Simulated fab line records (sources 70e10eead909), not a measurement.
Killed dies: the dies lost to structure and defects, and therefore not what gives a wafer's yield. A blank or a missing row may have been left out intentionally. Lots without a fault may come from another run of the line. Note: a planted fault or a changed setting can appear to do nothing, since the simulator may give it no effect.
Matching of chambers    flow nand harc    NHARC_P_CONTACT_DESCUM_17 on rie diel-10 has 4 sister chambers
The step chemistry O2, time 3 s. 8 wafers are shown with their chamber, then 8 later ones without.

## WAFERS, EACH WITH ITS CHAMBER
wafer   chamber  oes product au (a.u.)  throttle valve pct (%)
L077.4  2        0.993                  11.305
L079.4  2        0.992                  11.309
L081.4  0        0.995                  11.325
L081.5  3        1.001                  11.322
L083.1  0        0.993                  11.304
L083.4  3        0.997                  11.321
L083.5  1        1.005                  11.319
L087.1  1        0.998                  11.303

## WAFERS WITH NO CHAMBER GIVEN
wafer   oes product au (a.u.)  throttle valve pct (%)
L087.2  0.990                  11.320
L087.4  1.011                  11.327
L090.1  0.995                  11.307
L090.3  0.995                  11.313
L090.5  0.988                  11.318
L096.3  1.010                  11.322
L096.4  1.000                  11.309
L096.5  0.993                  11.310

## THE CHAMBER EACH PASSED THROUGH
wafer   from the rows above                in truth
L087.2  can't be placed: 0 or 2 or 3       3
L087.4  can't be placed: 1 or 3            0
L090.1  can't be placed: 2 or 0 or 3 or 1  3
L090.3  can't be placed: 0 or 2 or 3 or 1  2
L090.5  can't be placed: 2 or 0 or 3       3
L096.3  can't be placed: 1 or 3            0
L096.4  can't be placed: 1 or 3 or 0 or 2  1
L096.5  can't be placed: 2 or 0            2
0 of 8 placed correctly. Not placeable from these rows: 8 (in 6, the candidates include the true chamber). 0 placed wrongly.
How it was worked out, from the rows above alone: a wafer's distance from a chamber is the root of the sum, over the readings, of the square of ((its reading less the chamber's mean) divided by the reading's scatter). The wafer belongs to the nearest chamber; if the next one is less than 2 further off, it can't be placed. A chamber's mean is the mean of its shown wafers. The scatter: take each reading less its chamber's mean, square it, sum over the shown wafers, divide by the number of wafers less the number of chambers, and take the root.
